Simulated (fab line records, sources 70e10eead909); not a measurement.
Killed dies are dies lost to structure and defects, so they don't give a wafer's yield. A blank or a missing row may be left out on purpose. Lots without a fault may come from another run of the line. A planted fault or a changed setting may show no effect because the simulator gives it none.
Which tool did it? | flow nand_harc | 13 lots, 39 wafers sampled, at 5 steps of a route of 1302

WHAT THE GAUGES READ, wafer by wafer
NHARC_P_GATE_CD_MEAS_11: target cd 1640 nm. Usual: cd_nm 1639.3 nm, standard deviation 2.8.
lot  | measured     | on        | cd_nm (nm)           | flag
L322 | day 5 03:35  | cd_sem-03 | 1641.2 1639.7 1638.3 |
L323 | day 5 10:52  | cd_sem-03 | 1640.5 1643.8 1640.7 |
L324 | day 6 03:17  | cd_sem-03 | 1639.7 1640.9 1639.6 |
L326 | day 6 22:58  | cd_sem-03 | 1636.9 1635.7 1636.0 |
L327 | day 7 06:38  | cd_sem-01 | 1642.8 1642.0 1645.2 |
L328 | day 7 20:59  | cd_sem-01 | 1636.1 1637.3 1636.5 |
L333 | day 9 17:35  | cd_sem-01 | 1643.1 1640.4 1639.2 |
L334 | day 10 11:37 | cd_sem-01 | 1640.3 1641.4 1641.3 |
L336 | day 11 02:27 | cd_sem-01 | 1633.7 1635.8 1641.4 |
L337 | day 11 07:55 | cd_sem-03 | 1637.3 1639.7 1639.9 |
L341 | day 13 02:38 | cd_sem-01 | 1637.2 1643.3 1640.2 |
L342 | day 13 13:50 | cd_sem-02 | 1645.2 1641.1 1638.2 |
L343 | day 13 19:08 | cd_sem-03 | 1640.0 1636.5 1635.6 |

NHARC_END_SORT_01. Usual: killed_at_array 56, standard deviation 19; killed_at_other 0.6, standard deviation 1; killed_at_periphery 3.9, standard deviation 2.7; killed_dies 61, standard deviation 19; killed_open 3.3, standard deviation 1.9; killed_short 2.4, standard deviation 1.7.
lot  | measured     | on        | killed_at_array | killed_at_other | killed_at_periphery | killed_dies | killed_open | killed_short | flag
L334 | day 31 05:47 | prober-01 | 49 79 80        | 2 1 1           | 3 2 1               | 54 82 82    | 1 3 5       | 1 1 1        |
L336 | day 30 20:13 | prober-02 | 85 89 78        | 0 1 0           | 4 7 4               | 89 97 82    | 1 2 3       | 3 3 4        |

WHICH TOOL RAN EACH LOT (tool, then ch and the chambers of the sampled wafers, then the start)
lot  | NHARC_P_GATE_STRIP_108             | NHARC_P_GATE_COAT_40              | NHARC_P_GATE_STRIP_75
L322 | rie_diel-05 ch 2,3, day 5 19:34    | litho_track-03 ch 0, day 6 06:24  | plasma_asher-02 ch 0,1, day 6 07:32
L323 | rie_diel-13 ch 1,3, day 6 05:46    | litho_track-02 ch 0, day 6 16:38  | plasma_asher-01 ch 0,1, day 6 17:54
L324 | rie_diel-13 ch 0,2, day 6 20:58    | litho_track-05 ch 0, day 7 07:40  | plasma_asher-01 ch 0,1, day 7 08:47
L326 | rie_diel-13 ch 0,1,3, day 7 13:35  | litho_track-03 ch 0, day 8 00:18  | plasma_asher-02 ch 0,1, day 8 01:33
L327 | rie_diel-01 ch 0,1, day 7 21:25    | litho_track-02 ch 0, day 8 08:10  | plasma_asher-01 ch 1, day 8 09:18
L328 | rie_diel-05 ch 0,2,3, day 8 11:50  | litho_track-02 ch 0, day 8 22:38  | plasma_asher-02 ch 0,1, day 8 23:56
L333 | rie_diel-05 ch 0,2,3, day 10 08:32 | litho_track-02 ch 0, day 10 19:19 | plasma_asher-02 ch 0,1, day 10 20:34
L334 | rie_diel-05 ch 1,2,3, day 11 07:13 | litho_track-02, day 11 20:10      | plasma_asher-01 ch 0,1, day 11 21:18
L336 | rie_diel-01 ch 1,2,3, day 11 19:49 | litho_track-03, day 12 06:30      | plasma_asher-02 ch 1, day 12 07:45
L337 | rie_diel-01 ch 1,2,3, day 12 00:50 | litho_track-05 ch 0, day 12 11:35 | plasma_asher-01 ch 0,1, day 12 12:43
L341 | rie_diel-01 ch 0,1,3, day 13 18:55 | litho_track-05 ch 0, day 14 05:39 | plasma_asher-01 ch 0,1, day 14 06:53
L342 | rie_diel-13 ch 0,1,2, day 14 04:46 | litho_track-03 ch 0, day 14 15:28 | plasma_asher-01 ch 0,1, day 14 16:43
L343 | rie_diel-01 ch 2,3, day 14 12:16   | litho_track-02 ch 0, day 14 22:58 | plasma_asher-02 ch 0, day 15 00:05
- NHARC_P_GATE_STRIP_108: strips in O2.
- NHARC_P_GATE_COAT_40
- NHARC_P_GATE_STRIP_75: strips in O2.

WHAT THE TOOLS THEMSELVES READ (means of the sampled wafers that have a number; where no wafer has one, the mark that the record gives instead)
NHARC_P_GATE_STRIP_108. Usual: drypump_motor_current_A 5.8 A, standard deviation 0.37; oes_product_au 1.005 a.u., standard deviation 0.013; rf_vpp_V 57.8 V, standard deviation 0.89; showerhead_plenum_p_Torr 3.57 Torr, standard deviation 0.16; throttle_valve_pct 17.035 %, standard deviation 0.0089.
lot  | tool        | drypump_motor_current_A (A) | oes_product_au (a.u.) | rf_vpp_V (V) | showerhead_plenum_p_Torr (Torr) | throttle_valve_pct (%) | flag
L322 | rie_diel-05 | 6.3                         | 1.009                 | 58.4         | 3.74                            | 17.036                 |
L323 | rie_diel-13 | 5.7                         | 1.006                 | 57.5         | 3.41                            | 17.037                 |
L324 | rie_diel-13 | 5.7                         | 1.019                 | 58.3         | 3.59                            | 17.040                 |
L326 | rie_diel-13 | 5.8                         | 1.009                 | 57.6         | 3.44                            | 17.033                 |
L327 | rie_diel-01 | 5.6                         | 1.002                 | 57.2         | 3.51                            | 17.041                 |
L328 | rie_diel-05 | 5.9                         | 1.001                 | 58.6         | 3.73                            | 17.038                 |
L333 | rie_diel-05 | 5.9                         | 1.005                 | 57.7         | 3.73                            | 17.029                 |
L334 | rie_diel-05 | 6.3                         | 1.023                 | 58.3         | 3.68                            | 17.029                 |
L336 | rie_diel-01 | 5.7                         | 1.006                 | 58.3         | 3.57                            | 17.036                 |
L337 | rie_diel-01 | 5.7                         | 1.009                 | 58.0         | 3.57                            | 17.032                 |
L341 | rie_diel-01 | 5.7                         | 1.011                 | 56.7         | 3.48                            | 17.036                 |
L342 | rie_diel-13 | 5.8                         | 1.009                 | 57.4         | 3.55                            | 17.043                 |
L343 | rie_diel-01 | 5.6                         | 1.007                 | 57.7         | 3.55                            | 17.030                 |

NHARC_P_GATE_COAT_40. Usual: chill_plate_temp_C 22.98 C, standard deviation 0.11; exhaust_pa 45.1 Pa, standard deviation 0.89.
lot  | tool           | chill_plate_temp_C (C) | exhaust_pa (Pa) | flag
L322 | litho_track-03 | 23.04                  | 45.1            |
L323 | litho_track-02 | 22.88                  | 45.2            |
L324 | litho_track-05 | 23.04                  | 44.3            |
L326 | litho_track-03 | 22.98                  | 45.1            |
L327 | litho_track-02 | 23.05                  | 44.1            |
L328 | litho_track-02 | 22.98                  | 45.8            |
L333 | litho_track-02 | 23.04                  | 46.0            |
L334 | litho_track-02 | -                      | -               | OFF
L336 | litho_track-03 | -                      | -               | OFF
L337 | litho_track-05 | 22.82                  | 44.7            |
L341 | litho_track-05 | 22.97                  | 45.9            |
L342 | litho_track-03 | 23.06                  | 44.4            |
L343 | litho_track-02 | 22.95                  | 44.1            |

NHARC_P_GATE_STRIP_75. Usual: drypump_motor_current_A 5.16 A, standard deviation 0.26; heater_power_w 346 W, standard deviation 28.
lot  | tool            | drypump_motor_current_A (A) | heater_power_w (W) | flag
L322 | plasma_asher-02 | 4.99                        | 345                |
L323 | plasma_asher-01 | 5.39                        | 368                |
L324 | plasma_asher-01 | 5.20                        | 353                |
L326 | plasma_asher-02 | 5.08                        | 336                |
L327 | plasma_asher-01 | 5.56                        | 394                |
L328 | plasma_asher-02 | 4.99                        | 340                |
L333 | plasma_asher-02 | 4.97                        | 339                |
L334 | plasma_asher-01 | 5.21                        | 349                |
L336 | plasma_asher-02 | 4.88                        | 346                |
L337 | plasma_asher-01 | 5.40                        | 372                |
L341 | plasma_asher-01 | 5.40                        | 379                |
L342 | plasma_asher-01 | 5.21                        | 356                |
L343 | plasma_asher-02 | 5.21                        | 307                |

THE ANSWER, worked out from the rows above alone
Rule: a lot is off if the mean of its wafers that have a number lies more than 3 standard deviations from the usual mean. A lot without any number at a reading at which 4 lots or more have one is off too. The other lots that the step has rows for count as sound. The gauges are gone through in route order, then the tools' own readings, and for those a lot's mean is taken as printed above. The first step at which some lot is off is used, and at that step the reading that is off furthest; a lot without a number counts as furthest.
Off: L334, L336, at NHARC_P_GATE_COAT_40 (chill_plate_temp_C). Without a number there: L334, L336.
A tool fits if, at that step or a process step before it, it ran every lot that is off, and no sound lot after the first of them. None of those tried fits.

WHAT THE SIMULATOR HAD PUT IN
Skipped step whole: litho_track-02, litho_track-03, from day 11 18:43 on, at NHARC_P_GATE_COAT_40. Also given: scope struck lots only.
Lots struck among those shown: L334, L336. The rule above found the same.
